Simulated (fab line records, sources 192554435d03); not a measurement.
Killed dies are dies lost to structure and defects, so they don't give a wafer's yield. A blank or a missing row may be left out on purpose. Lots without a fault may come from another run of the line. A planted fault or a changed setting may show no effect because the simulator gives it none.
One fault seen from 2 desks | flow n5_finfet | each desk has only its own numbers; what lay behind them comes last
Where a reading is given only as a bound, like >300, the bound stands for it, and a mean or a difference that rests on one is marked > or <: the true number lies beyond.

THE METROLOGY DESK
What the gauges read, lot by lot, whatever tool the lot ran on: means of the sampled wafers that have a number. A lot is out of limits, marked OUT, if its mean lies more than 4 standard deviations from the usual mean; the brackets give that distance.
Columns: A = cd_nm at N5_ZERO_LAYER_CD_MEAS_11, usual 2000.9 nm; B = cd_nm at N5_WELL_APT_CD_MEAS_08, usual 199.3 nm; C = NWELL_OVL at N5_WELL_APT_OVL_MEAS_09, usual 4 nm; D = cd_nm at N5_WELL_APT_CD_MEAS_25, usual 200.3 nm; E = PWELL_OVL at N5_WELL_APT_OVL_MEAS_26, usual 2 nm
lot  | first seen here | A      | B     | C  | D     | E
L337 | day 1 18:46     | 2005.2 | 198.4 | 4  | 199.1 | 8
L344 | day 3 12:40     | 1999.6 | 197.5 | 3  | 198.3 | -4
L348 | day 4 12:38     | 2002.2 | 200.9 | 6  | 197.8 | -2
L352 | day 5 12:38     | 1997.0 | 199.2 | 5  | 200.1 | 3
L356 | day 6 12:46     | 1999.1 | 201.4 | -1 | 200.2 | 6
This desk's finding: nothing out of limits on any of the 5 lots.

THE DEFECT DESK
What the inspections along the route counted, lot by lot: means of the sampled wafers that have a number. A lot is out of limits, marked OUT, if its mean lies more than 4 standard deviations from the usual mean; the brackets give that distance.
Columns: A = raw_defect_count at N5_ZERO_LAYER_INSPECT_20, usual 35; B = raw_defect_count at N5_WELL_APT_INSPECT_10, usual 2.2; C = raw_defect_count at N5_WELL_APT_INSPECT_27, usual 1.9; D = raw_defect_count at N5_WELL_APT_INSPECT_38, usual 12
lot  | first seen here | A              | B               | C               | D
L337 | day 1 19:38     | 53             | 1.7             | 2.0             | 11
L344 | day 3 13:16     | 37             | 2.3             | 0.7             | 16
L348 | day 4 13:15     | 130 (+5.6) OUT | >102 (>+67) OUT | >103 (>+72) OUT | 125 (+25) OUT
L352 | day 5 13:17     | 20             | 1.7             | 2.3             | 8
L356 | day 6 13:23     | 30             | 2.7             | 1.7             | 14
This desk's finding: out of limits on L348; first on L348, day 4 13:15 (raw_defect_count at N5_ZERO_LAYER_INSPECT_20). In limits: L337, L344, L352, L356.

PUT TOGETHER
The defect desk could have raised an alarm at day 4 13:15, on L348.
The metrology desk saw nothing out of limits.
The metrology desk has L348 on record, within its limits.
Of the lots named, all ran N5_ZERO_LAYER_STRIP_19 on wet_bench-03.

WHAT THE SIMULATOR HAD PUT IN
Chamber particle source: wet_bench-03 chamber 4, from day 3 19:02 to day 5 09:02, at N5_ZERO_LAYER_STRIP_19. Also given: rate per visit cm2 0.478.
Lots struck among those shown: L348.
Hours from the fault's start to each desk's first reading out of limits: the defect desk, 18.
